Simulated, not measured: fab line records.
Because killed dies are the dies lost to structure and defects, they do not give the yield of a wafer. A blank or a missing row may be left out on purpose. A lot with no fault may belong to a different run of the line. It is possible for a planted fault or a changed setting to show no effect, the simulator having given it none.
Matching of chambers :: flow n5_finfet :: 4 sister chambers for N5_BEOL_M13_ETCH_67 on rie_diel-01
The step etches SiARC in CF4, target depth 143 nm, time 238.3 s. 4 wafers are shown with their chamber, then 7 later ones without.

## EACH WAFER AND ITS CHAMBER
wafer: L079.3
chamber: 1
showerhead_plenum_p_Torr (Torr): 2.11

wafer: L087.1
chamber: 0
showerhead_plenum_p_Torr (Torr): 2.02

wafer: L089.1
chamber: 3
showerhead_plenum_p_Torr (Torr): 2.20

wafer: L089.2
chamber: 2
showerhead_plenum_p_Torr (Torr): 2.07

## WAFERS MISSING THEIR CHAMBER
wafer: L089.4
showerhead_plenum_p_Torr (Torr): 2.10

wafer: L093.4
showerhead_plenum_p_Torr (Torr): 2.10

wafer: L093.5
showerhead_plenum_p_Torr (Torr): 2.07

wafer: L093.6
showerhead_plenum_p_Torr (Torr): 2.28

wafer: L097.1
showerhead_plenum_p_Torr (Torr): 2.19

wafer: L097.3
showerhead_plenum_p_Torr (Torr): 2.07

wafer: L097.5
showerhead_plenum_p_Torr (Torr): 2.19

## EACH ONE'S CHAMBER
wafer: L089.4
from the rows above: can't be placed: 1 or 2
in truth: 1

wafer: L093.4
from the rows above: can't be placed: 1 or 2
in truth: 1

wafer: L093.5
from the rows above: can't be placed: 2 or 1 or 0
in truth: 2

wafer: L093.6
from the rows above: 3
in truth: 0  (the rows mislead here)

wafer: L097.1
from the rows above: 3
in truth: 3

wafer: L097.3
from the rows above: can't be placed: 2 or 1 or 0
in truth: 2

wafer: L097.5
from the rows above: 3
in truth: 3
2 of 7 placed correctly. These rows do not allow placing 4 (true chamber among the candidates in 4). Number placed wrongly: 1.
How it was worked out, from the rows above alone: a wafer's distance from a chamber is the root of the sum, over the readings, of the square of ((its reading less the chamber's mean) divided by the reading's scatter). If the next closest chamber is less than 2 further off than the closest, the wafer can't be placed; otherwise it belongs to the closest. The mean given for a chamber averages the wafers shown for that chamber. The scatter (one wafer shown for each chamber): square how far every hidden wafer sits from the nearest shown wafer, average those squares and take the square root.
